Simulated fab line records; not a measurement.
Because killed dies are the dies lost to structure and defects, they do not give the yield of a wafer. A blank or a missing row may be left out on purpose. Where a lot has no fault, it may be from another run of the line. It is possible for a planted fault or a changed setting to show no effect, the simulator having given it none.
Matching of chambers + flow nandHarc + NHARC_P_BONDPAD_CMP_19 on cmp-03: 4 sister chambers
The step polishes, t overpolish 30 s, cu recess touch 16 s, target thk 160.81 nm. 4 wafers are shown with their chamber, then 8 later ones without.

## EACH WAFER AND ITS CHAMBER
| wafer  | chamber | motorCurrentA (A) |
|--------|---------|-------------------|
| L076.2 | 0       | 14.4              |
| L079.2 | 1       | 13.8              |
| L079.6 | 2       | 10.5              |
| L085.1 | 3       | 14.0              |

## WAFERS WITHOUT THEIR CHAMBER
| wafer  | motorCurrentA (A) |
|--------|-------------------|
| L085.5 | 10.3              |
| L085.6 | 12.8              |
| L090.1 | 14.7              |
| L090.3 | 13.7              |
| L090.5 | 14.7              |
| L090.2 | 10.4              |
| L090.4 | 13.2              |
| L090.6 | 14.3              |

## EACH ONE'S CHAMBER
| wafer  | from the rows above          | in truth |
|--------|------------------------------|----------|
| L085.5 | 2                            | 2        |
| L085.6 | can't be placed: 1 or 3 or 0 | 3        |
| L090.1 | can't be placed: 0 or 3 or 1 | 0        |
| L090.3 | can't be placed: 1 or 3 or 0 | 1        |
| L090.5 | can't be placed: 0 or 3 or 1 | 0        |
| L090.2 | 2                            | 2        |
| L090.4 | can't be placed: 1 or 3 or 0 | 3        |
| L090.6 | can't be placed: 0 or 3 or 1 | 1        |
Correctly placed: 2 of 8. Not placeable from these rows: 6 (in 6, the candidates include the true chamber). Placed wrongly: 0.
How it was worked out, from the rows above alone: a wafer's distance from a chamber is the root of the sum, over the readings, of the square of ((its reading less the chamber's mean) divided by the reading's scatter). The wafer belongs to the nearest chamber; if the next one is less than 2 further off, it can't be placed. The mean given for a chamber averages the wafers shown for that chamber. The scatter: root of mean squared gap, hidden wafer to nearest shown wafer, with one shown wafer a chamber.
